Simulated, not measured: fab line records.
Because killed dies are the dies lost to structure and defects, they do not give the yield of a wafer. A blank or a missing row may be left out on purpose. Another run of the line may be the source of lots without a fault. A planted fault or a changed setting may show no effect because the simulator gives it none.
Which tool is to blame? :: flow n5-finfet :: Sampling: 10 lots, 28 wafers, 3 of 1938 route steps

== WHAT EACH GAUGE READ, for each wafer ==
N5_SDB_OVL_MEAS_12.
lot: L265
measured: day 3 18:27
on: overlay-01
SDB_OVL (nm): 0.8 1.0 -0.1

lot: L267
measured: day 4 04:20
on: overlay-02
SDB_OVL (nm): 1.3 2.3 1.1

lot: L271
measured: day 5 08:11
on: overlay-01
SDB_OVL (nm): -0.1 0.1 -1.2

lot: L275
measured: day 6 05:18
on: overlay-02
SDB_OVL (nm): 1.1 1.1 0.6

lot: L276
measured: day 6 13:13
on: overlay-02
SDB_OVL (nm): 2.5 1.1 1.2

lot: L277
measured: day 7 00:27
on: overlay-01
SDB_OVL (nm): 0.3 0.4 0.6

lot: L278
measured: day 7 03:58
on: overlay-02
SDB_OVL (nm): -0.4 0.3

lot: L279
measured: day 7 05:23
on: overlay-01
SDB_OVL (nm): 0.2 0.3

lot: L287
measured: day 9 07:09
on: overlay-02
SDB_OVL (nm): 0.8 -0.2 0.5

lot: L288
measured: day 9 11:19
on: overlay-01
SDB_OVL (nm): -0.7 0.4 0.4

== TOOL THAT RAN EACH LOT (tool first, then ch and the chambers of the sampled wafers, then the start) ==
lot: L265
N5_SD_EPI_P_ETCH_36: rie-diel-04 ch 1,3, day 3 05:21
N5_ILD0_CMP_12: cmp-03 ch 0,2,3, day 3 17:41

lot: L267
N5_SD_EPI_P_ETCH_36: rie-diel-04 ch 1,2, day 3 16:47
N5_ILD0_CMP_12: cmp-02 ch 1,2,3, day 4 03:28

lot: L271
N5_SD_EPI_P_ETCH_36: rie-diel-06 ch 1,2,3, day 4 20:55
N5_ILD0_CMP_12: cmp-02 ch 2,3, day 5 07:22

lot: L275
N5_SD_EPI_P_ETCH_36: rie-diel-03 ch 0,1,3, day 5 17:34
N5_ILD0_CMP_12: cmp-01 ch 0,1,3, day 6 04:30

lot: L276
N5_SD_EPI_P_ETCH_36: rie-diel-03 ch 0,1,3, day 6 01:54
N5_ILD0_CMP_12: cmp-01 ch 0,1,2, day 6 12:30

lot: L277
N5_SD_EPI_P_ETCH_36: rie-diel-03 ch 0,1,2, day 6 11:55
N5_ILD0_CMP_12: cmp-01 ch 0,1,2, day 6 23:41

lot: L278
N5_SD_EPI_P_ETCH_36: rie-diel-03 ch 1,3, day 6 16:43
N5_ILD0_CMP_12: cmp-01 ch 3, day 7 03:08

lot: L279
N5_SD_EPI_P_ETCH_36: rie-diel-04 ch 3, day 6 16:53
N5_ILD0_CMP_12: cmp-01 ch 2,3, day 7 04:45

lot: L287
N5_SD_EPI_P_ETCH_36: rie-diel-03 ch 0,2,3, day 8 18:40
N5_ILD0_CMP_12: cmp-02 ch 0,2,3, day 9 06:19

lot: L288
N5_SD_EPI_P_ETCH_36: rie-diel-03 ch 0,1,3, day 8 23:43
N5_ILD0_CMP_12: cmp-03 ch 1,2,3, day 9 10:29
- N5_SD_EPI_P_ETCH_36: etches SiARC in CF4, target depth 45.5 nm, time 75.8 s.
- N5_ILD0_CMP_12: polishes SiNx, stops on poly-Si, t overpolish 6 s, target thk 17.67 nm.

== THE ANSWER, worked out from the rows above alone ==
Rule: usual is defined by the lots themselves. Put in order of their means at a reading, lots are off if they are a third of the lots or fewer, leave a main group of 4 or more, and stand apart from it by a gap of 3 or more times the standard deviation of the main group's means; of several such gaps the widest counts. A main group whose means are all the same, to the digits that the tables above print for the reading, isn't used. Also off: a lot with no number at a reading for which 4 or more lots have one. All remaining lots with rows at the step are treated as sound.
Across all readings shown, no lot is off: no conclusion can be drawn from this.

== WHAT THE SIMULATOR HAD PUT IN ==
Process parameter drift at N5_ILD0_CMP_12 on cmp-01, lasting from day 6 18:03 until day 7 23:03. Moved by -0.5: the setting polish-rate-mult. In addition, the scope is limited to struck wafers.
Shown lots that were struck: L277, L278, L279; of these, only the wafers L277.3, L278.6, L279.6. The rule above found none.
